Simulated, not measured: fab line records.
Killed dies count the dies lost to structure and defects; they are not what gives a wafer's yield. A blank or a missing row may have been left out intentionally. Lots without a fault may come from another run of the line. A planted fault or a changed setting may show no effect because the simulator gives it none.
fab line records | flow n5Finfet | part 1 of 2: steps 1 to 28 of 37
[record] lots = 5 | wafers = 15 | lastDay = 17
route steps=1938 shown STI_FIN_REVEAL@199 DUMMY_GATE@212
lots that met no fault: from a run of the same line without faults
startH: hours from the record's opening day to when the first of the lot's shown wafers began | waitH: time in hours since the lot's previous step | " as in the row above | L1.1+2: several wafers, shown together as one row | - value missing, or start not given | * or withheld: withheld | < > ~ a bound
route shown NAME@n: NAME is a module with steps in the file, n the number in the route of the first one | usual: mean and standard deviation over wafers with no fault | same: alike in all rows | chamber/n: place in a boat | sites: readings site by site | _std_site: standard deviation of those values | _edge_site: outer sites' mean less inner sites' | radiusMm: how far each site lies from the wafer's centre | mask NAME#n: copy n | behind: the most recent tool/chamber to have shaped the wafer | hold: reason for holding the lot/hours on hold/outcome of the hold | device: whichever transistor did not switch (one of n, p or np) | end of line: the tests these same wafers got at the end of their route | a step given without rows: its recipe and nothing more | killed: dies that structure and defects cost at the first sort, which is not the same as the wafer's yield | map: dies across one wafer; x = killed, . = not, _ = none there
set.NAME: the setting the step ran with; set.NAME@STEP: the setting that earlier step ran with | model.NAME: the simulator's own value behind a step, which no gauge read
lots at some steps of the route; a table a step, a row a wafer
services: the hour from which a tool's chamber was out of use, counted from the record's first day as startH (under 0 if before that day), plus the number of hours and why
[[steps]]
[step N5_STI_FIN_REVEAL_ETCH_34]
[recipe] chemistry = H2 | mode = isotropic | material = Si | target = Si | targetDepthA = 9.7 | tempC = 20 | pressureMtorr = 4.5 | icpW = 300 | biasW = 0 | h2FlowSccm = 7.5 | heFlowSccm = 142.5
[usual] drypumpMotorCurrentA = 5.7/0.39 | oesProductAu = 1.001/0.017 | throttleValvePct = 25.8/0.4
lot.wafer | tool     | chamber | startH | waitH | drypumpMotorCurrentA | oesProductAu | rfHoursCounterH | throttleValvePct
L076.1    | rieSi-01 | 3       | 49.77  | 0.2   | 5.8                  | 1.009        | 196             | 26.2
L076.3    | "        | 1       | "      | "     | 5.0                  | 1.009        | 138             | 25.8
L076.4    | "        | 0       | "      | "     | 5.9                  | 0.997        | 142             | 25.8
L077.2    | rieSi-05 | 2       | 54.31  | 0.1   | 6.4                  | 0.995        | 122             | 25.5
L077.3    | "        | 1       | "      | "     | 5.8                  | 1.011        | 187             | 25.6
L077.6    | "        | 0       | "      | "     | 5.5                  | 0.990        | -               | 26.5
L084.2    | rieSi-05 | 1       | 96.83  | 0.1   | 5.9                  | 1.012        | 188             | 25.6
L084.3    | "        | 3       | "      | "     | 5.9                  | 1.018        | 172             | 25.8
L084.4    | "        | 2       | "      | "     | 6.4                  | 1.002        | 123             | 25.5
L089.1    | rieSi-05 | 3       | 128.41 | 0.2   | 5.9                  | 1.023        | 172             | 25.8
L089.3    | "        | 0       | "      | "     | 5.5                  | 0.978        | 132             | 26.5
L089.4    | "        | 1       | "      | "     | 5.8                  | 1.012        | 189             | 25.6
L094.1    | rieSi-05 | 0       | 157.08 | 0.2   | 5.5                  | 0.985        | 132             | 26.5
L094.3    | "        | 3       | "      | "     | 5.9                  | 1.030        | 173             | 25.8
L094.6    | "        | 3       | "      | "     | 5.9                  | 1.017        | -               | 25.8
[step N5_STI_FIN_REVEAL_OXIDATION_31]
[recipe] chemistry = O2_PLASMA_REMOTE | tempC = 150 | timeS = 20 | pressureMtorr = 1000 | sourcePowerW = 2000 | o2FlowSccm = 3000
[usual] drypumpMotorCurrentA = 5.6/0.46 | heaterPowerW = 132/16
lot.wafer | tool           | chamber | startH | waitH | drypumpMotorCurrentA | heaterPowerW | rfHoursCounterH
L076.1    | plasmaAsher-01 | 0       | 49.84  | 0.0   | 5.1                  | 126          | 77
L076.3    | "              | 1       | "      | "     | 6.1                  | 123          | -
L076.4    | "              | 0       | "      | "     | 5.1                  | 129          | -
L077.2    | plasmaAsher-01 | 0       | 54.40  | 0.1   | 5.1                  | 126          | 78
L077.3    | "              | 1       | "      | "     | 6.1                  | 122          | -
L077.6    | "              | 0       | "      | "     | 5.1                  | 127          | -
L084.2    | plasmaAsher-01 | 0       | 96.89  | 0.0   | 5.1                  | 125          | 86
L084.3    | "              | 0       | "      | "     | 5.1                  | 123          | -
L084.4    | "              | 1       | "      | "     | 6.2                  | 123          | -
L089.1    | plasmaAsher-01 | 0       | 128.47 | 0.0   | 5.1                  | 127          | 93
L089.3    | "              | 1       | "      | "     | 6.1                  | 124          | -
L089.4    | "              | 0       | "      | "     | 5.1                  | 129          | -
L094.1    | plasmaAsher-02 | 1       | 157.14 | 0.0   | 5.9                  | 129          | 56
L094.3    | "              | 1       | "      | "     | 5.9                  | 133          | -
L094.6    | "              | 0       | "      | "     | 5.3                  | 165          | -
[step N5_STI_FIN_REVEAL_PRECLEAN_32]
[recipe] chemistry = NF3:NH3 | afsCycles = 1 | tempC = 30 | timeS = 20 | sublimationTempC = 180 | sublimationTimeS = 60 | pressureTorr = 3 | rfPowerW = 30
[usual] rfPowerW = 30.02/0.1 | sublimationTempC = 179.98/0.14
lot.wafer | tool            | chamber | startH | waitH | rfPowerW | sublimationTempC
L076.1    | remotePlasma-01 | 1       | 49.92  | 0.1   | 29.87    | 180.08
L076.3    | "               | 1       | "      | "     | 29.82    | 179.93
L076.4    | "               | 1       | "      | "     | 29.99    | 180.01
L077.2    | remotePlasma-01 | 1       | 54.51  | 0.1   | 29.98    | 180.18
L077.3    | "               | 1       | "      | "     | 29.83    | 180.14
L077.6    | "               | 1       | "      | "     | 29.90    | 180.02
L084.2    | remotePlasma-01 | 0       | 97.00  | 0.1   | 30.08    | 179.76
L084.3    | "               | 0       | "      | "     | 30.08    | 179.90
L084.4    | "               | 0       | "      | "     | 30.16    | 180.05
L089.1    | remotePlasma-01 | 1       | 128.56 | 0.1   | 30.08    | 179.86
L089.3    | "               | 1       | "      | "     | 30.27    | 180.08
L089.4    | "               | 1       | "      | "     | 29.85    | 179.82
L094.1    | remotePlasma-01 | 1       | 157.23 | 0.1   | 29.94    | 179.93
L094.3    | "               | 1       | "      | "     | 29.86    | 179.91
L094.6    | "               | 1       | "      | "     | 30.05    | 180.03
[step N5_STI_FIN_REVEAL_STRIP_35]
[recipe] chemistry = H3PO4 | material = Si3N4 | tempC = 165 | targetDepthA = 40 | timeS = 39
lot.wafer  | tool        | chamber | startH | waitH
L076.1+3+4 | wetBench-05 | 2,7,5   | 50.13  | 0.2
L077.2+3+6 | wetBench-05 | 6,1,2   | 54.69  | 0.2
L084.2+3+4 | wetBench-02 | 4,2,3   | 97.18  | 0.2
L089.1+3+4 | wetBench-02 | 0,6,5   | 128.77 | 0.2
L094.1+3+6 | wetBench-04 | 0,2,4   | 157.45 | 0.2
[step N5_STI_FIN_REVEAL_SRD_21]
[recipe] dry = ipaMarangoni | timeS = 30 | tempC = 23 | rinseLiquid = diw
lot.wafer  | tool        | chamber | startH | waitH
L076.1+3+4 | wetBench-05 | 2,7,5   | 50.14  | 0.0
L077.2+3+6 | wetBench-05 | 6,1,2   | 54.71  | 0.0
L084.2+3+4 | wetBench-02 | 4,2,3   | 97.20  | 0.0
L089.1+3+4 | wetBench-02 | 0,6,5   | 128.80 | 0.0
L094.1+3+6 | wetBench-04 | 0,2,4   | 157.47 | 0.0
[step N5_STI_FIN_REVEAL_OXIDATION_33]
[recipe] chemistry = O2_PLASMA_REMOTE | tempC = 150 | timeS = 20 | pressureMtorr = 1000 | sourcePowerW = 2000 | o2FlowSccm = 3000
[usual] drypumpMotorCurrentA = 5.6/0.47 | heaterPowerW = 132/15
lot.wafer | tool           | chamber | startH | waitH | drypumpMotorCurrentA | heaterPowerW | rfHoursCounterH
L076.1    | plasmaAsher-01 | 0       | 50.19  | 0.0   | 5.1                  | 127          | 77
L076.3    | "              | 0       | "      | "     | 5.1                  | 125          | -
L076.4    | "              | 1       | "      | "     | 6.1                  | 126          | -
L077.2    | plasmaAsher-01 | 1       | 54.75  | 0.0   | 6.2                  | 125          | 78
L077.3    | "              | 0       | "      | "     | 5.1                  | 126          | -
L077.6    | "              | 0       | "      | "     | 5.1                  | 129          | -
L084.2    | plasmaAsher-01 | 1       | 97.24  | 0.0   | 6.1                  | 123          | 86
L084.3    | "              | 0       | "      | "     | 5.1                  | 126          | -
L084.4    | "              | 1       | "      | "     | 6.1                  | 122          | -
L089.1    | plasmaAsher-01 | 0       | 128.86 | 0.0   | 5.1                  | 125          | 93
L089.3    | "              | 1       | "      | "     | 6.2                  | 125          | -
L089.4    | "              | 0       | "      | "     | 5.1                  | 124          | -
L094.1    | plasmaAsher-01 | 0       | 157.51 | 0.0   | 5.1                  | 128          | 97
L094.3    | "              | 1       | "      | "     | 6.2                  | 122          | -
L094.6    | "              | 0       | "      | "     | 5.1                  | 124          | -
[step N5_STI_FIN_REVEAL_CLEAN_19]
[recipe] chemistry = O3/DIW | tempC = 25 | timeS = 120 | o3Ppm = 10
lot.wafer  | tool        | chamber | startH | waitH
L076.1+3+4 | wetBench-02 | 0,7,3   | 50.28  | 0.1
L077.2+3+6 | wetBench-02 | 5,2,7   | 54.84  | 0.1
L084.2+3+4 | wetBench-04 | 7,5,6   | 97.33  | 0.1
L089.1+3+4 | wetBench-02 | 1,4,6   | 128.94 | 0.1
L094.1+3+6 | wetBench-05 | 2,5,7   | 157.65 | 0.1
[step N5_STI_FIN_REVEAL_SRD_23]
[recipe] dry = ipaMarangoni | timeS = 30 | tempC = 23 | rinseLiquid = diw
lot.wafer  | tool        | chamber | startH | waitH
L076.1+3+4 | wetBench-02 | 0,7,3   | 50.32  | 0.0
L077.2+3+6 | wetBench-02 | 5,2,7   | 54.88  | 0.0
L084.2+3+4 | wetBench-04 | 7,5,6   | 97.37  | 0.0
L089.1+3+4 | wetBench-02 | 1,4,6   | 129.02 | 0.0
L094.1+3+6 | wetBench-05 | 2,5,7   | 157.69 | 0.0
[step N5_STI_FIN_REVEAL_CD_MEAS_22]
[recipe] targetCdNm = 6.238 | pitchNm = 28 | polarity = line
[usual] cdNm = 6.23/0.24
lot.wafer | tool     | chamber | startH | waitH | cdNm
L076.1    | cdSem-01 | -       | 50.36  | 0.0   | 6.14
L076.3    | "        | -       | "      | "     | 6.27
L076.4    | "        | -       | "      | "     | 5.71
L077.2    | cdSem-01 | -       | 54.92  | 0.0   | 6.41
L077.3    | "        | -       | "      | "     | 6.20
L077.6    | "        | -       | "      | "     | 6.09
L084.2    | cdSem-02 | -       | 97.41  | 0.0   | 6.42
L084.3    | "        | -       | "      | "     | 6.30
L084.4    | "        | -       | "      | "     | 6.18
L089.1    | cdSem-02 | -       | 129.08 | 0.0   | 5.90
L089.3    | "        | -       | "      | "     | 6.22
L089.4    | "        | -       | "      | "     | 6.24
L094.1    | cdSem-03 | -       | 157.73 | 0.0   | 6.03
L094.3    | "        | -       | "      | "     | 5.79
L094.6    | "        | -       | "      | "     | 6.38
[step N5_STI_FIN_REVEAL_FIN_H_MEAS_10]
[usual] trenchDepthNm = 51.7/0.66
lot.wafer | tool   | chamber | startH | waitH | trenchDepthNm
L076.1    | ocd-01 | -       | 50.39  | 0.0   | 51.4
L076.3    | "      | -       | "      | "     | 52.0
L076.4    | "      | -       | "      | "     | 52.4
L077.2    | ocd-01 | -       | 54.95  | 0.0   | 51.8
L077.3    | "      | -       | "      | "     | 52.4
L077.6    | "      | -       | "      | "     | 51.1
L084.2    | ocd-02 | -       | 97.44  | 0.0   | 51.6
L084.3    | "      | -       | "      | "     | 51.1
L084.4    | "      | -       | "      | "     | 50.6
L089.1    | ocd-02 | -       | 129.11 | 0.0   | 51.1
L089.3    | "      | -       | "      | "     | 51.5
L089.4    | "      | -       | "      | "     | 51.2
L094.1    | ocd-02 | -       | 157.76 | 0.0   | 51.8
L094.3    | "      | -       | "      | "     | 52.5
L094.6    | "      | -       | "      | "     | 51.8
[step N5_STI_FIN_REVEAL_PRECLEAN_18]
[recipe] chemistry = SC2 | timeS = 45 | tempC = 35 | mix = 1:1:50
lot.wafer  | tool        | chamber | startH | waitH
L076.1+3+4 | wetBench-02 | 3,0,6   | 50.49  | 0.1
L077.2+3+6 | wetBench-04 | 7,5,0   | 54.98  | 0.0
L084.2+3+4 | wetBench-02 | 4,0,5   | 97.47  | 0.0
L089.1+3+4 | wetBench-02 | 5,7,4   | 129.14 | 0.0
L094.1+3+6 | wetBench-02 | 2,7,4   | 157.79 | 0.0
[step N5_STI_FIN_REVEAL_SRD_28]
[recipe] dry = ipaMarangoni | timeS = 30 | tempC = 23 | rinseLiquid = diw
lot.wafer  | tool        | chamber | startH | waitH
L076.1+3+4 | wetBench-02 | 3,0,6   | 50.50  | 0.0
L077.2+3+6 | wetBench-04 | 7,5,0   | 55.00  | 0.0
L084.2+3+4 | wetBench-02 | 4,0,5   | 97.49  | 0.0
L089.1+3+4 | wetBench-02 | 5,7,4   | 129.17 | 0.0
L094.1+3+6 | wetBench-02 | 2,7,4   | 157.81 | 0.0
[step N5_STI_FIN_REVEAL_INSPECT_13]
[recipe] inspectInstrument = darkfield | mode = postClean
[usual] rawDefectCount = 12/5.7
lot.wafer | tool             | chamber | startH | waitH | rawDefectCount
L076.1    | defectInspect-01 | -       | 50.55  | 0.0   | 16
L076.3    | "                | -       | "      | "     | 13
L076.4    | "                | -       | "      | "     | 24
L077.2    | defectInspect-01 | -       | 55.04  | 0.0   | 19
L077.3    | "                | -       | "      | "     | 10
L077.6    | "                | -       | "      | "     | 7
L084.2    | defectInspect-02 | -       | 97.53  | 0.0   | 18
L084.3    | "                | -       | "      | "     | 11
L084.4    | "                | -       | "      | "     | 6
L089.1    | defectInspect-01 | -       | 129.23 | 0.0   | 6
L089.3    | "                | -       | "      | "     | 6
L089.4    | "                | -       | "      | "     | 10
L094.1    | defectInspect-01 | -       | 157.85 | 0.0   | 13
L094.3    | "                | -       | "      | "     | 9
L094.6    | "                | -       | "      | "     | 17
[step N5_DUMMY_GATE_PRECLEAN_00]
[recipe] chemistry = O3/DIW | timeS = 60 | tempC = 22 | o3Ppm = 10
lot.wafer  | tool        | chamber | startH | waitH
L076.1+3+4 | wetBench-01 | 6,3,7   | 50.57  | 0.0
L077.2+3+6 | wetBench-01 | 5,0,4   | 55.06  | 0.0
L084.2+3+4 | wetBench-03 | 0,2,6   | 97.56  | 0.0
L089.1+3+4 | wetBench-06 | 0,4,3   | 129.25 | 0.0
L094.1+3+6 | wetBench-06 | 3,4,5   | 157.88 | 0.0
[step N5_DUMMY_GATE_SRD_01]
[recipe] timeS = 30 | tempC = 23 | rinseLiquid = diw | dry = ipaMarangoni
lot.wafer  | tool        | chamber | startH | waitH
L076.1+3+4 | wetBench-01 | 6,3,7   | 50.61  | 0.0
L077.2+3+6 | wetBench-01 | 5,0,4   | 55.08  | 0.0
L084.2+3+4 | wetBench-03 | 0,2,6   | 97.58  | 0.0
L089.1+3+4 | wetBench-06 | 0,4,3   | 129.27 | 0.0
L094.1+3+6 | wetBench-06 | 3,4,5   | 157.90 | 0.0
[step N5_DUMMY_GATE_ALD_02]
[recipe] material = SiO2 | targetThkA = 20 | tempC = 300 | aldPrecursorFamily = BDEAS | aldCoReactant = O2-plasma | pulseTimeS = 1 | pressureTorr = 2
[usual] heaterPowerW = 471/26 | precursorPulseHeightRel = 1.000/0.021
lot.wafer | tool      | chamber | startH | waitH | heaterPowerW | precursorPulseHeightRel | sinceWetCleanH
L076.1    | aldSin-03 | 0       | 51.21  | 0.6   | 473          | 0.977                   | 331
L076.3    | "         | 3       | "      | "     | 479          | 1.016                   | 331
L076.4    | "         | 1       | "      | "     | 519          | 1.015                   | 331
L077.2    | aldSin-04 | 1       | 55.13  | 0.0   | 481          | 1.064                   | 244
L077.3    | "         | 3       | "      | "     | 472          | 0.991                   | 244
L077.6    | "         | 3       | "      | "     | 472          | 0.956                   | -
L084.2    | aldSin-03 | 3       | 99.35  | 1.8   | 464          | 0.969                   | 0
L084.3    | "         | 0       | "      | "     | 466          | 1.002                   | 0
L084.4    | "         | 2       | "      | "     | 447          | 0.990                   | 0
L089.1    | aldSin-03 | 1       | 129.32 | 0.0   | 526          | 0.986                   | 30
L089.3    | "         | 3       | "      | "     | 470          | 1.004                   | 30
L089.4    | "         | 0       | "      | "     | 454          | 0.965                   | 30
L094.1    | aldSin-01 | 0       | 157.95 | 0.0   | 482          | 1.016                   | 255
L094.3    | "         | 2       | "      | "     | 466          | 1.007                   | 255
L094.6    | "         | 3       | "      | "     | 468          | 0.978                   | -
[step N5_DUMMY_GATE_CVD_03]
[recipe] material = a-Si | targetThkA = 1500 | tempC = 530 | precursor = SiH4 | timeS = 8042
[usual] spikeTcBottomC = 553.3/1.4
lot.wafer | tool     | chamber | startH | waitH | spikeTcBottomC
L076.1    | lpcvd-02 | 1/65    | 51.32  | 0.1   | 555.1
L076.3    | "        | 1/75    | "      | "     | 555.1
L076.4    | "        | 1/79    | "      | "     | 555.1
L077.2    | lpcvd-01 | 0/95    | 55.24  | 0.1   | 552.3
L077.3    | "        | 0/100   | "      | "     | 552.3
L077.6    | "        | 0/114   | "      | "     | 552.3
L084.2    | lpcvd-01 | 0/20    | 99.45  | 0.1   | 552.3
L084.3    | "        | 0/25    | "      | "     | 552.3
L084.4    | "        | 0/29    | "      | "     | 552.3
L089.1    | lpcvd-02 | 0/40    | 129.43 | 0.1   | 552.0
L089.3    | "        | 0/50    | "      | "     | 552.0
L089.4    | "        | 0/54    | "      | "     | 552.0
L094.1    | lpcvd-02 | 1/90    | 160.81 | 2.8   | 554.6
L094.3    | "        | 1/100   | "      | "     | 554.6
L094.6    | "        | 1/114   | "      | "     | 554.6
[step N5_DUMMY_GATE_PRECLEAN_46]
[recipe] chemistry = DIW | timeS = 89.5 | tempC = 23
lot.wafer  | tool        | chamber | startH | waitH
L076.1+3+4 | wetBench-03 | 0,7,1   | 55.01  | 0.0
L077.2+3+6 | wetBench-01 | 2,5,1   | 58.91  | 0.0
L084.2+3+4 | wetBench-01 | 2,5,6   | 103.13 | 0.0
L089.1+3+4 | wetBench-01 | 7,2,1   | 133.10 | 0.0
L094.1+3+6 | wetBench-06 | 7,1,0   | 164.50 | 0.0
[step N5_DUMMY_GATE_SRD_47]
[recipe] dryTimeS = 32 | dry = n2Spin | spinRpm = 1500
lot.wafer  | tool        | chamber | startH | waitH
L076.1+3+4 | wetBench-03 | 0,7,1   | 55.03  | 0.0
L077.2+3+6 | wetBench-01 | 2,5,1   | 58.94  | 0.0
L084.2+3+4 | wetBench-01 | 2,5,6   | 103.15 | 0.0
L089.1+3+4 | wetBench-01 | 7,2,1   | 133.13 | 0.0
L094.1+3+6 | wetBench-06 | 7,1,0   | 164.53 | 0.0
[step N5_DUMMY_GATE_CMP_04]
[recipe] material = a-Si | postCmpClean = alkalineBrush
[usual] motorCurrentA = 10.3/0.84 | padLifeWafers = 1384/580 | timeToEndpointS = 14.2/2.4
lot.wafer | tool   | chamber | startH | waitH | motorCurrentA | padLifeWafers | timeToEndpointS
L076.3    | cmp-04 | 3       | 55.13  | 0.1   | 9.8           | 522           | 11.6
L076.1    | "      | 0       | "      | "     | 9.8           | 523           | 12.0
L076.4    | "      | 1       | "      | "     | 11.0          | 524           | 12.8
L077.2    | cmp-03 | 1       | 59.01  | 0.1   | 12.2          | 1441          | 14.7
L077.3    | "      | 3       | "      | "     | 10.1          | 1443          | 14.7
L077.6    | "      | 1       | "      | "     | 11.2          | -             | 15.5
L084.4    | cmp-03 | 3       | 103.19 | 0.0   | 9.9           | 1860          | 18.2
L084.2    | "      | 0       | "      | "     | 11.7          | 1861          | 17.7
L084.3    | "      | 2       | "      | "     | 9.8           | 1863          | 18.5
L089.4    | cmp-02 | 3       | 133.26 | 0.1   | 9.6           | 1596          | 15.6
L089.3    | "      | 1       | "      | "     | 10.2          | 1598          | 15.3
L089.1    | "      | 2       | "      | "     | 8.9           | 1599          | 11.9
L094.3    | cmp-03 | 1       | 164.59 | 0.1   | 11.4          | 145           | 10.9
L094.1    | "      | 3       | "      | "     | 10.0          | 147           | 12.2
L094.6    | "      | 1       | "      | "     | 11.4          | -             | 11.3
[step N5_DUMMY_GATE_THK_MEAS_05]
[usual] thkNm = 72.2/0.94
lot.wafer | tool         | chamber | startH | waitH | thkNm
L076.1    | filmMetro-02 | -       | 55.37  | 0.2   | 71.0
L076.3    | "            | -       | "      | "     | 73.7
L076.4    | "            | -       | "      | "     | 71.7
L077.2    | filmMetro-01 | -       | 59.22  | 0.2   | 72.1
L077.3    | "            | -       | "      | "     | 74.1
L077.6    | "            | -       | "      | "     | 72.3
L084.2    | filmMetro-01 | -       | 103.43 | 0.2   | 72.4
L084.3    | "            | -       | "      | "     | 74.6
L084.4    | "            | -       | "      | "     | 73.1
L089.1    | filmMetro-01 | -       | 133.50 | 0.1   | 72.1
L089.3    | "            | -       | "      | "     | 72.9
L089.4    | "            | -       | "      | "     | 72.7
L094.1    | filmMetro-01 | -       | 164.80 | 0.1   | 74.4
L094.3    | "            | -       | "      | "     | 73.4
L094.6    | "            | -       | "      | "     | 71.9
[step N5_DUMMY_GATE_HM_DEP_06]
[recipe] material = SiNx | targetThkA = 800 | precursor = DCS/NH3 | tempC = 700 | pressureMtorr = 300 | timeS = 5141
[usual] spikeTcBottomC = 721.0/1.4
lot.wafer | tool     | chamber | startH | waitH | spikeTcBottomC
L076.1    | lpcvd-02 | 1/65    | 55.40  | 0.0   | 721.9
L076.3    | "        | 1/75    | "      | "     | 721.9
L076.4    | "        | 1/79    | "      | "     | 721.9
L077.2    | lpcvd-02 | 0/20    | 59.30  | 0.1   | 720.4
L077.3    | "        | 0/25    | "      | "     | 720.4
L077.6    | "        | 0/39    | "      | "     | 720.4
L084.2    | lpcvd-02 | 0/20    | 103.46 | 0.0   | 720.0
L084.3    | "        | 0/25    | "      | "     | 720.0
L084.4    | "        | 0/29    | "      | "     | 720.0
L089.1    | lpcvd-02 | 1/40    | 136.73 | 3.2   | 721.9
L089.3    | "        | 1/50    | "      | "     | 721.9
L089.4    | "        | 1/54    | "      | "     | 721.9
L094.1    | lpcvd-02 | 0/40    | 164.83 | 0.0   | 719.4
L094.3    | "        | 0/50    | "      | "     | 719.4
L094.6    | "        | 0/64    | "      | "     | 719.4
[step N5_DUMMY_GATE_PECVD_30]
[recipe] material = SiO2 | targetThkA = 550 | tempC = 400 | precursor = TEOS/O2 | pressureTorr = 6.5 | rfW = withheld | teosFlowSccm = withheld | gas = O2 | flowSccm = 2650 | timeS = 10.8
lot.wafer | tool     | chamber | startH | waitH | sinceWetCleanH
L076.1    | pecvd-03 | 1       | 59.34  | 0.0   | 1307
L076.3    | "        | 2       | "      | "     | 2032
L076.4    | "        | 0       | "      | "     | -
L077.2    | pecvd-01 | 0       | 65.20  | 0.0   | 950
L077.3    | "        | 2       | "      | "     | 196
L077.6    | "        | 1       | "      | "     | -
L084.2    | pecvd-03 | 0       | 107.40 | 0.0   | 630
L084.3    | "        | 2       | "      | "     | 2080
L084.4    | "        | 1       | "      | "     | -
L089.1    | pecvd-03 | 1       | 140.68 | 0.0   | 1388
L089.3    | "        | 2       | "      | "     | 2113
L089.4    | "        | 0       | "      | "     | -
L094.1    | pecvd-03 | 0       | 168.79 | 0.0   | 691
L094.3    | "        | 2       | "      | "     | 2141
L094.6    | "        | 2       | "      | "     | -
[step N5_DUMMY_GATE_COAT_34]
[recipe] resist = SOC | tempC = 250 | timeS = 60 | spinRpm = 1500 | resistThkNm = 60
[usual] resistLineTempC = 23.02/0.096
lot.wafer | tool          | chamber | startH | waitH | resistLineTempC
L076.1    | lithoTrack-05 | 0       | 59.40  | 0.0   | 23.04
L076.3    | "             | 0       | "      | "     | 22.95
L076.4    | "             | 0       | "      | "     | 22.95
L077.2    | lithoTrack-03 | 0       | 65.26  | 0.0   | 23.01
L077.3    | "             | 0       | "      | "     | 22.86
L077.6    | "             | 0       | "      | "     | 22.90
L084.2    | lithoTrack-03 | 0       | 107.46 | 0.0   | 22.99
L084.3    | "             | 0       | "      | "     | 22.95
L084.4    | "             | 0       | "      | "     | 22.98
L089.1    | lithoTrack-05 | 0       | 140.74 | 0.0   | 23.02
L089.3    | "             | 0       | "      | "     | 23.18
L089.4    | "             | 0       | "      | "     | 22.98
L094.1    | lithoTrack-05 | 0       | 168.84 | 0.0   | 23.12
L094.3    | "             | 0       | "      | "     | 23.10
L094.6    | "             | 0       | "      | "     | 23.07
[step N5_DUMMY_GATE_COAT_35]
[recipe] resist = SiARC | tempC = 220 | timeS = 60 | spinRpm = 1500 | resistThkNm = 10
[usual] resistLineTempC = 23.02/0.094
lot.wafer | tool          | chamber | startH | waitH | resistLineTempC
L076.1    | lithoTrack-05 | 0       | -      | -     | 23.11
L076.3    | "             | 0       | "      | "     | 23.09
L076.4    | "             | 0       | "      | "     | 23.02
L077.2    | lithoTrack-03 | 0       | -      | -     | 22.90
L077.3    | "             | 0       | "      | "     | 23.19
L077.6    | "             | 0       | "      | "     | 22.91
L084.2    | lithoTrack-03 | 0       | -      | -     | 22.98
L084.3    | "             | 0       | "      | "     | 23.01
L084.4    | "             | 0       | "      | "     | 23.08
L089.1    | lithoTrack-05 | 0       | -      | -     | 22.92
L089.3    | "             | 0       | "      | "     | 23.07
L089.4    | "             | 0       | "      | "     | 23.08
L094.1    | lithoTrack-05 | 0       | -      | -     | 23.15
L094.3    | "             | 0       | "      | "     | 23.06
L094.6    | "             | 0       | "      | "     | 22.85
[step N5_DUMMY_GATE_COAT_28]
[recipe] resist = underlayer | tempC = 205 | timeS = 60 | spinRpm = 1500 | resistThkNm = 10
[usual] resistLineTempC = 22.96/0.11
lot.wafer | tool          | chamber | startH | waitH | resistLineTempC
L076.1    | lithoTrack-05 | 0       | -      | -     | 22.86
L076.3    | "             | 0       | "      | "     | 22.92
L076.4    | "             | 0       | "      | "     | 22.84
L077.2    | lithoTrack-03 | 0       | -      | -     | 23.18
L077.3    | "             | 0       | "      | "     | 23.20
L077.6    | "             | 0       | "      | "     | 23.08
L084.2    | lithoTrack-03 | 0       | -      | -     | 23.11
L084.3    | "             | 0       | "      | "     | 22.92
L084.4    | "             | 0       | "      | "     | 23.20
L089.1    | lithoTrack-05 | 0       | -      | -     | 22.91
L089.3    | "             | 0       | "      | "     | 22.85
L089.4    | "             | 0       | "      | "     | 22.88
L094.1    | lithoTrack-05 | 0       | -      | -     | 22.93
L094.3    | "             | 0       | "      | "     | 22.92
L094.6    | "             | 0       | "      | "     | 23.28
[step N5_DUMMY_GATE_COAT_09]
[recipe] resist = CAR-EUV | spinRpm = 1500 | resistThkNm = 30
[usual] resistLineTempC = 22.99/0.092
lot.wafer | tool          | chamber | startH | waitH | resistLineTempC
L076.1    | lithoTrack-05 | 0       | -      | -     | 22.93
L076.3    | "             | 0       | "      | "     | 23.10
L076.4    | "             | 0       | "      | "     | 22.88
L077.2    | lithoTrack-03 | 0       | -      | -     | 22.95
L077.3    | "             | 0       | "      | "     | 23.03
L077.6    | "             | 0       | "      | "     | 23.11
L084.2    | lithoTrack-03 | 0       | -      | -     | 23.00
L084.3    | "             | 0       | "      | "     | 22.99
L084.4    | "             | 0       | "      | "     | 23.05
L089.1    | lithoTrack-05 | 0       | -      | -     | 22.85
L089.3    | "             | 0       | "      | "     | 22.97
L089.4    | "             | 0       | "      | "     | 23.04
L094.1    | lithoTrack-05 | 0       | -      | -     | 22.99
L094.3    | "             | 0       | "      | "     | 22.95
L094.6    | "             | 0       | "      | "     | 22.93
[step N5_DUMMY_GATE_EBR_11]
[recipe] solvent = PGMEA | ebrWidthMm = 1.5
[usual] resistLineTempC = 22.99/0.1
lot.wafer | tool          | chamber | startH | waitH | resistLineTempC
L076.1    | lithoTrack-05 | 0       | -      | -     | 23.08
L076.3    | "             | 0       | "      | "     | 22.92
L076.4    | "             | 0       | "      | "     | 22.99
L077.2    | lithoTrack-03 | 0       | -      | -     | 23.07
L077.3    | "             | 0       | "      | "     | 22.97
L077.6    | "             | 0       | "      | "     | 22.98
L084.2    | lithoTrack-03 | 0       | -      | -     | 22.97
L084.3    | "             | 0       | "      | "     | 23.05
L084.4    | "             | 0       | "      | "     | 22.97
L089.1    | lithoTrack-05 | 0       | -      | -     | 22.93
L089.3    | "             | 0       | "      | "     | 22.92
L089.4    | "             | 0       | "      | "     | 22.95
L094.1    | lithoTrack-05 | 0       | -      | -     | 23.17
L094.3    | "             | 0       | "      | "     | 23.17
L094.6    | "             | 0       | "      | "     | 22.98
